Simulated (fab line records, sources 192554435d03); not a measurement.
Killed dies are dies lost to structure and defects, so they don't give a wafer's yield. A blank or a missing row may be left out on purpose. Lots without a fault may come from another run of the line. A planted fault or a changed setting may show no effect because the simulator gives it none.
fab line records | flow n5_finfet
record lots=10 wafers=27 last_day=17
route steps=1938 shown SDB@369 HKMG_FIN@387 BEOL_M4@1111
lots that met no fault: from a run of the same line without faults
start_h: hours from the record's first day to the start of the lot's first wafer shown | wait_h: hours since the lot's step before | " the same as in the row above | L1.1+2: a row that stands for several wafers | - no value, or no start given | * or withheld: withheld | < > ~ a bound
route shown NAME@n: a module of which the file shows steps, and the number in the route of the first | usual: mean/standard deviation of fault-free wafers | same: alike in all rows | chamber/n: place in a boat | sites: the reading at each site | _std_site: their standard deviation | _edge_site: outer sites' mean less inner sites' | radius_mm: how far each site lies from the wafer's centre | mask NAME#n: copy n | behind: the tool/chamber that last shaped the wafer | hold: why the lot was held/for how many hours/how that ended | device: the transistor (n, p or np) that didn't switch | end of line: the same wafers' tests at the end of the route | a step without rows: its recipe alone | killed: dies lost to structure and defects at the first sort, not the wafer's yield | map: a wafer's dies, x killed, . not, _ none there
set.NAME: the setting as run; set.NAME@STEP: as run at that earlier step | model.NAME: the simulator's own value behind a step, which no gauge read
steps of the route over a sample of lots; a table a step, a row a wafer
services: from which hour (start_h, from the record's first day; less than 0 if before it) a tool's chamber was out of use, for how many hours, and why
## steps
# step N5_SDB_CUT_ETCH_26
# recipe chemistry=HBr/Cl2/O2 target=Si target_depth_a=1296 bt_time_s=20 mask_material=SiNx time_s=51.8 ion_energy_ev=* bias_w=* pressure_mtorr=10 icp_w=800 HBr_flow_sccm=150 Cl2_flow_sccm=80 O2_flow_sccm=12
# usual O2_flow_sccm=12.00/0.035 drypump_motor_current_A=5.9/0.41 oes_product_au=0.999/0.015 throttle_valve_pct=37.20/0.24
# columns lot.wafer tool chamber start_h wait_h O2_flow_sccm drypump_motor_current_A oes_product_au rf_hours_counter_h throttle_valve_pct
L280.1 rie_si-05 3 79.91 0.1 11.99 5.9 0.999 115 37.52
L280.4 " 1 " " 11.95 6.7 0.988 98 37.12
L280.5 " 1 " " 11.94 6.7 0.992 - 37.13
L281.1 rie_si-02 2 84.20 0.1 12.00 5.9 0.984 181 37.00
L281.3 " 3 " " 12.00 6.3 1.010 159 37.26
L281.5 " 3 " " 11.99 6.3 1.013 - 37.26
L285.1 rie_si-03 3 108.15 0.1 11.97 5.4 0.979 11 37.11
L285.3 " 0 " " 11.97 5.5 0.974 63 36.74
L285.5 " 1 " " 11.97 5.5 1.001 - 37.01
L291.2 rie_si-05 0 145.45 0.1 12.03 6.0 1.019 3 37.52
L291.3 " 2 " " 11.98 5.2 1.018 53 37.41
L291.5 " 2 " " 11.97 5.2 1.018 - 37.38
L293.1 rie_si-02 2 159.43 0.1 12.01 5.9 0.993 183 37.00
L293.3 " 0 " " 11.95 6.3 1.020 99 36.96
L295.3 rie_si-03 1 167.32 0.1 11.97 5.5 0.998 77 37.01
L295.6 " 1 " " 11.98 5.5 1.001 - 37.02
L296.1 rie_si-03 2 173.09 0.1 12.01 5.6 0.999 78 37.42
L296.6 " 2 " " 12.04 5.6 0.998 - 37.40
L298.2 rie_si-02 3 187.17 0.1 12.01 6.4 1.012 161 37.26
L298.5 " 3 " " 12.04 6.3 1.009 - 37.25
L298.6 " 0 " " 12.01 6.3 1.020 - 36.96
L300.4 rie_si-02 2 199.07 0.1 12.05 5.9 0.987 - 36.99
L300.5 " 3 " " 12.00 6.4 1.011 - 37.26
L300.6 " 1 " " 11.97 5.6 0.990 - 37.45
L301.1 rie_si-03 1 207.30 0.1 12.02 5.5 1.005 78 37.03
L301.2 " 0 " " 12.01 5.5 0.979 65 36.71
L301.6 " 0 " " 12.01 5.5 0.986 - 36.71
# step N5_SDB_THK_MEAS_31
# recipe reads=a-Si_of_DUMMY_GATE_CVD_03
# usual SDB_THK=64.0/1.2
# columns lot.wafer tool chamber start_h wait_h SDB_THK[nm]
L280.1 film_metro-01 - 83.17 - 64.8
L280.4 " - " " 66.2
L280.5 " - " " 65.4
L281.1 film_metro-01 - 87.41 - 64.5
L281.3 " - " " 63.6
L281.5 " - " " 66.0
L285.1 film_metro-02 - 111.40 - 64.3
L285.3 " - " " 63.6
L285.5 " - " " 64.1
L291.2 film_metro-02 - 148.66 - 62.7
L291.3 " - " " 64.4
L291.5 " - " " 63.0
L293.1 film_metro-01 - 162.64 - 64.1
L293.3 " - " " 64.1
L295.3 film_metro-02 - 170.53 - 63.0
L295.6 " - " " 64.6
L296.1 film_metro-02 - 176.30 - 64.1
L296.6 " - " " 63.2
L298.2 film_metro-01 - 190.40 - 62.6
L298.5 " - " " 63.7
L298.6 " - " " 62.1
L300.4 film_metro-02 - 202.25 - 65.4
L300.5 " - " " 64.1
L300.6 " - " " 64.7
L301.1 film_metro-02 - 210.51 - 63.2
L301.2 " - " " 64.9
L301.6 " - " " 65.3
# step N5_HKMG_FIN_HK_ANNEAL_02
# recipe temp_c=700 time_s=30 ambient=N2 idle_temp_c=600 ramp_up_c_per_s=150 ramp_down_c_per_s=60 cool_to_c=600
# usual lamp_power_pct=8.79/0.055 wafer_temp_C_max=702.9/0.64
# columns lot.wafer tool chamber start_h wait_h lamp_power_pct wafer_temp_C_max
L280.1 rtp_anneal-02 0 83.97 0.1 8.90 704.5
L280.4 " 0 " " 8.78 703.5
L280.5 " 0 " " 8.89 702.6
L281.1 rtp_anneal-02 0 88.25 0.1 8.86 703.3
L281.3 " 0 " " 8.78 703.1
L281.5 " 0 " " 8.82 703.7
L285.1 rtp_anneal-02 0 112.21 0.1 8.75 703.9
L285.3 " 0 " " 8.79 703.0
L285.5 " 0 " " 8.85 703.1
L291.2 rtp_anneal-01 0 149.55 0.2 8.88 702.3
L291.3 " 0 " " 8.77 702.4
L291.5 " 0 " " 8.86 702.8
L293.1 rtp_anneal-01 0 163.47 0.1 8.79 702.9
L293.3 " 0 " " 8.88 703.8
L295.3 rtp_anneal-01 0 171.39 0.2 8.73 704.2
L295.6 " 0 " " 8.79 701.8
L296.1 rtp_anneal-01 0 177.24 0.2 8.76 703.8
L296.6 " 0 " " 8.81 702.1
L298.2 rtp_anneal-01 0 191.34 0.2 8.68 702.9
L298.5 " 0 " " 8.73 702.1
L298.6 " 0 " " 8.76 702.1
L300.4 rtp_anneal-01 0 203.33 0.3 8.88 702.7
L300.5 " 0 " " 8.79 703.5
L300.6 " 0 " " 8.84 702.3
L301.1 rtp_anneal-01 0 211.35 0.1 8.80 702.5
L301.2 " 0 " " 8.76 702.6
L301.6 " 0 " " 8.82 702.4
# step N5_HKMG_FIN_ETCH_54
# recipe chemistry=CF4 target=SiARC target_depth_a=455 mask_material=CAR-ArF time_s=75.8 ion_energy_ev=80 pressure_mtorr=40 source_w=545 bias_w=36 Ar_flow_sccm=100 cf4_flow_sccm=100 ends=cleared
# usual cf4_flow_sccm=100.00/0.3 drypump_motor_current_A=5.7/0.54 etch_rf_on_time_s=76.1/1.3 oes_product_au=0.66/0.066 rf_vpp_V=184.4/1 showerhead_plenum_p_Torr=2.17/0.06 throttle_valve_pct=15.69/0.21
# columns lot.wafer tool chamber start_h wait_h cf4_flow_sccm drypump_motor_current_A etch_rf_on_time_s oes_product_au rf_hours_counter_h rf_vpp_V showerhead_plenum_p_Torr throttle_valve_pct
L280.1 rie_diel-01 3 84.74 0.0 100.70 5.2 74.2 0.64 175 183.9 2.22 16.02
L280.4 " 2 " " 100.38 6.1 74.7 0.66 154 184.7 2.23 15.69
L280.5 " 2 " " 100.48 6.1 74.7 0.66 - 185.8 2.23 15.68
L281.1 rie_diel-01 1 89.05 0.0 100.20 5.9 75.1 0.59 234 184.2 2.11 15.86
L281.3 " 3 " " 99.94 5.2 73.0 0.64 176 184.7 2.22 16.01
L281.5 " 3 " " 100.38 5.2 73.7 0.63 - 185.6 2.22 16.01
L285.1 rie_diel-01 0 113.09 0.0 99.95 5.1 78.5 0.74 35 183.3 2.08 15.54
L285.3 " 3 " " 100.25 5.2 74.7 0.63 183 186.2 2.22 16.03
L285.5 " 3 " " 100.11 5.3 75.3 0.63 - 183.8 2.22 16.03
L291.2 rie_diel-06 0 150.45 0.0 100.11 4.9 75.6 0.74 38 183.9 2.10 15.58
L291.3 " 3 " " 99.85 5.8 75.7 0.63 152 185.5 2.14 15.86
L291.5 " 2 " " 100.65 6.6 78.3 0.60 - 183.9 2.20 15.85
L293.1 rie_diel-01 1 164.35 0.0 100.14 5.9 74.5 0.84 3 183.7 2.10 15.43
L293.3 " 2 " " 100.01 6.1 50.7 0.81 182 184.6 2.22 15.74
L295.3 rie_diel-01 0 172.21 0.0 99.82 5.1 51.9 0.90 59 184.6 2.08 15.57
L295.6 " 2 " " 100.05 6.1 50.8 0.81 - 184.8 2.22 15.75
L296.1 rie_diel-01 1 178.36 0.0 100.31 5.9 75.0 0.82 8 182.4 2.10 15.41
L296.6 " 2 " " 100.43 6.1 50.7 0.81 - 185.7 2.21 15.75
L298.2 rie_diel-06 1 192.52 0.0 99.82 5.2 77.5 0.64 154 183.2 2.15 15.55
L298.5 " 3 " " 99.62 5.8 76.1 0.63 - 183.4 2.14 15.87
L298.6 " 2 " " 99.66 6.6 78.4 0.59 - 184.0 2.20 15.86
L300.4 rie_diel-05 3 204.00 0.0 99.81 5.7 75.0 0.72 57 185.1 2.25 15.28
L300.5 " 0 " " 100.05 6.6 75.0 0.58 - 182.1 2.11 15.64
L300.6 " 3 " " 99.75 5.7 75.9 0.71 - 185.6 2.25 15.28
L301.1 rie_diel-06 2 212.23 0.0 100.13 6.6 77.9 0.58 238 186.0 2.20 15.85
L301.2 " 3 " " 100.06 5.8 76.3 0.62 171 183.5 2.13 15.87
L301.6 " 2 " " 99.69 6.6 78.2 0.59 - 186.0 2.20 15.87
# step N5_BEOL_M4_RC_MEAS_101
# usual DIBL_N=35.8/1.6 DIBL_P=36.0/2.1 IOFF_N=0.153/0.026 IOFF_P=0.21/0.037 ION_N=673/11 ION_P=462/7.6 SS_N=71.4/0.53 SS_P=73.2/0.67 VT_N=250/3.2 VT_P=-250/3.7
# columns lot.wafer tool chamber start_h wait_h DIBL_N[mV/V] DIBL_P[mV/V] IOFF_N[nA/um] IOFF_P[nA/um] ION_N[uA/um] ION_P[uA/um] SS_N[mV/dec] SS_P[mV/dec] VT_N[mV] VT_P[mV]
L280.1 prober-01 0 191.95 0.0 36.7 38.9 0.176 0.28 693 472 71.4 74.1 250 -243
L280.4 " 0 " " 37.7 40.2 0.201 0.32 682 477 72.1 74.1 246 -240
L280.5 " 0 " " 35.7 37.7 0.146 0.26 673 470 71.0 73.2 252 -244
L281.1 prober-02 0 192.23 0.0 38.4 37.5 0.175 0.22 679 461 72.8 73.6 251 -251
L281.3 " 0 " " 39.5 39.5 0.193 0.27 685 473 72.2 74.4 250 -249
L281.5 " 0 " " 36.4 35.9 0.144 0.20 678 464 70.8 73.0 251 -253
L285.1 prober-01 0 207.77 0.0 33.7 33.4 0.121 0.17 658 458 70.6 72.8 253 -255
L285.3 " 0 " " 33.4 32.9 0.111 0.15 653 450 70.4 72.2 254 -253
L285.5 " 0 " " 31.5 30.3 0.091 0.13 647 445 70.2 72.0 256 -257
L291.2 prober-01 0 251.81 0.2 34.2 35.2 0.139 0.20 672 467 71.2 72.5 252 -251
L291.3 " 0 " " 34.2 34.9 0.136 0.21 676 472 71.8 72.8 253 -248
L291.5 " 0 " " 35.0 35.9 0.168 0.23 678 466 71.3 73.4 247 -249
L293.1 prober-01 0 268.62 0.0 35.8 36.5 0.149 0.22 669 465 71.6 73.4 252 -251
L293.3 " 0 " " 36.9 37.6 0.176 0.23 691 473 72.4 73.8 251 -249
L296.1 prober-02 0 274.61 0.0 35.1 34.1 0.127 0.16 657 454 71.6 72.5 253 -257
L296.6 " 0 " " 36.4 35.3 0.141 0.17 670 455 71.8 73.0 251 -256
L295.3 prober-01 0 276.20 0.3 35.1 35.8 0.148 0.19 671 458 71.4 72.8 249 -250
L295.6 " 0 " " 37.1 38.2 0.178 0.22 678 460 72.4 74.1 249 -252
L298.2 prober-02 0 285.42 0.2 33.9 35.1 0.134 0.19 659 463 70.9 73.0 254 -250
L298.5 " 0 " " 35.2 36.3 0.168 0.23 673 466 71.8 73.2 248 -246
L298.6 " 0 " " 35.8 37.1 0.181 0.23 680 460 72.2 73.5 249 -246
L300.4 prober-01 0 302.60 0.5 33.2 32.0 0.110 0.15 664 457 70.9 71.6 256 -254
L300.5 " 0 " " 34.2 32.8 0.118 0.15 667 458 71.0 72.4 253 -256
L300.6 " 0 " " 37.3 37.4 0.188 0.24 685 467 71.0 73.3 246 -250
L301.1 prober-01 0 306.13 0.0 38.3 36.3 0.182 0.21 675 454 71.5 73.9 248 -251
L301.2 " 0 " " 34.6 32.5 0.124 0.17 668 456 71.3 72.6 254 -253
L301.6 " 0 " " 35.0 33.8 0.136 0.18 665 461 71.1 73.1 249 -253
## services
# columns tool chamber start_h hours kind
rie_si-03 0 62.00 3.4 repair
rie_diel-06 3 73.64 6.6 repair
rtp_anneal-02 - 77.37 4.4 pm
rie_diel-05 2 80.74 5.5 repair
rie_si-02 0 97.74 3.3 repair
rie_si-02 1 104.87 11.9 repair
rie_diel-05 0 110.92 6.6 repair
rie_si-03 - 112.17 28.1 pm
rie_diel-06 1 116.06 7.0 repair
rie_diel-01 1 140.38 - clean
rie_diel-01 1 140.38 - consumable_replace:focus_ring
rie_diel-01 1 140.38 15.4 scheduled_down
rie_diel-01 1 140.38 15.4 vent_cycle
rie_si-03 1 146.70 5.5 repair
rie_diel-01 1 194.65 3.8 repair
rie_si-02 0 196.99 4.2 repair
rie_si-05 3 207.64 13.8 repair
rie_diel-05 1 208.51 1.2 repair
## key
first_sign step=N5_HKMG_FIN_ETCH_54 reading=etch_rf_on_time_s direction=down sigmas=19 usual=* struck=*
effect step=N5_HKMG_FIN_ETCH_54 reading=oes_product_au direction=up sigmas=2.5 usual=0.66 struck=0.83
met_at N5_HKMG_FIN_ETCH_54
struck_lots L293,L295,L296
struck_wafers L293.3,L295.3,L295.6,L296.6
not_acting_at N5_SDB_CUT_ETCH_26,N5_SDB_THK_MEAS_31,N5_HKMG_FIN_HK_ANNEAL_02
onset_between 113.09 164.35
fault kind=process_parameter_drift tool=rie_diel-01 chamber=- onset_h=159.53 steps=N5_HKMG_FIN_ETCH_54 channel=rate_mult offset=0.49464 shape=step end_h=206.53 scope=struck_wafers_only
